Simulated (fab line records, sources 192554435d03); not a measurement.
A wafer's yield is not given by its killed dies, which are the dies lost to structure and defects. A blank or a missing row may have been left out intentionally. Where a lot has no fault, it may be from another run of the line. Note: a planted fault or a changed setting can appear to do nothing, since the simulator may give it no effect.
Matching of chambers | flow n5 finfet | 4 sister chambers for N5_BEOL_M7_ETCH_66 on rie diel-03
The step etches SOC in N2/H2, target depth 80 nm, overetch 16 nm, time 120 s. 18 wafers are shown with their chamber, then 9 later ones without.

WAFERS, EACH WITH ITS CHAMBER
wafer  | chamber | showerhead plenum p Torr (Torr) | throttle valve pct (%) | oes product au (a.u.)
L075.2 | 1       | 2.64                            | 18.2                   | 0.58
L075.4 | 1       | 2.64                            | 18.2                   | 0.57
L075.6 | 0       | 2.63                            | 17.8                   | 0.56
L076.2 | 1       | 2.64                            | 18.2                   | 0.57
L076.4 | 3       | 2.39                            | 17.6                   | 0.55
L076.6 | 0       | 2.63                            | 17.8                   | 0.56
L081.1 | 3       | 2.39                            | 17.7                   | 0.55
L081.5 | 2       | 2.68                            | 17.7                   | 0.73
L081.6 | 3       | 2.39                            | 17.7                   | 0.55
L084.1 | 0       | 2.63                            | 17.8                   | 0.55
L084.3 | 2       | 2.68                            | 17.7                   | 0.73
L084.4 | 3       | 2.39                            | 17.7                   | 0.54
L085.1 | 2       | 2.68                            | 17.7                   | 0.73
L085.2 | 0       | 2.63                            | 17.8                   | 0.55
L085.6 | 0       | 2.63                            | 17.8                   | 0.55
L086.1 | 1       | 2.63                            | 18.2                   | 0.56
L086.3 | 0       | 2.62                            | 17.8                   | 0.55
L086.5 | 2       | 2.68                            | 17.7                   | 0.72

SIGNATURES (averages over the wafers above)
reading                  | chamber 0 | chamber 1 | chamber 2 | chamber 3 | scatter within a chamber
showerhead plenum p Torr | 2.6283    | 2.6375    | 2.6800    | 2.3900    | 0.00336
throttle valve pct       | 17.800    | 18.200    | 17.700    | 17.675    | 0.0231
oes product au           | 0.5533    | 0.5700    | 0.7275    | 0.5475    | 0.00588
Rule: distance of a wafer from a chamber = root of the sum over the readings of ((wafer's reading minus chamber's mean) / reading's scatter) squared. If the next closest chamber is less than 2 further off than the closest, the wafer can't be placed; otherwise it belongs to the closest. How the scatter is found: for the shown wafers, subtract from each reading the mean of its chamber, square and add these, divide the total by (wafers less chambers), then take the root.

WAFERS MISSING THEIR CHAMBER
wafer  | showerhead plenum p Torr (Torr) | throttle valve pct (%) | oes product au (a.u.)
L089.1 | 2.62                            | 17.9                   | 0.54
L089.2 | 2.63                            | 18.2                   | 0.57
L089.5 | 2.62                            | 17.8                   | 0.55
L091.1 | 2.68                            | 17.7                   | 0.70
L091.2 | 2.63                            | 18.2                   | 0.56
L091.6 | 2.68                            | 17.7                   | 0.71
L093.1 | 2.62                            | 18.2                   | 0.56
L093.2 | 2.67                            | 17.7                   | 0.70
L093.3 | 2.62                            | 17.9                   | 0.55

EACH ONE'S CHAMBER
wafer  | from the rows above | in truth
L089.1 | 0                   | 0
L089.2 | 1                   | 1
L089.5 | 0                   | 0
L091.1 | 2                   | 2
L091.2 | 1                   | 1
L091.6 | 2                   | 2
L093.1 | 1                   | 1
L093.2 | 2                   | 2
L093.3 | 0                   | 0
Placed correctly: 9 of 9. Left unplaced by these rows: 0. 0 placed wrongly.
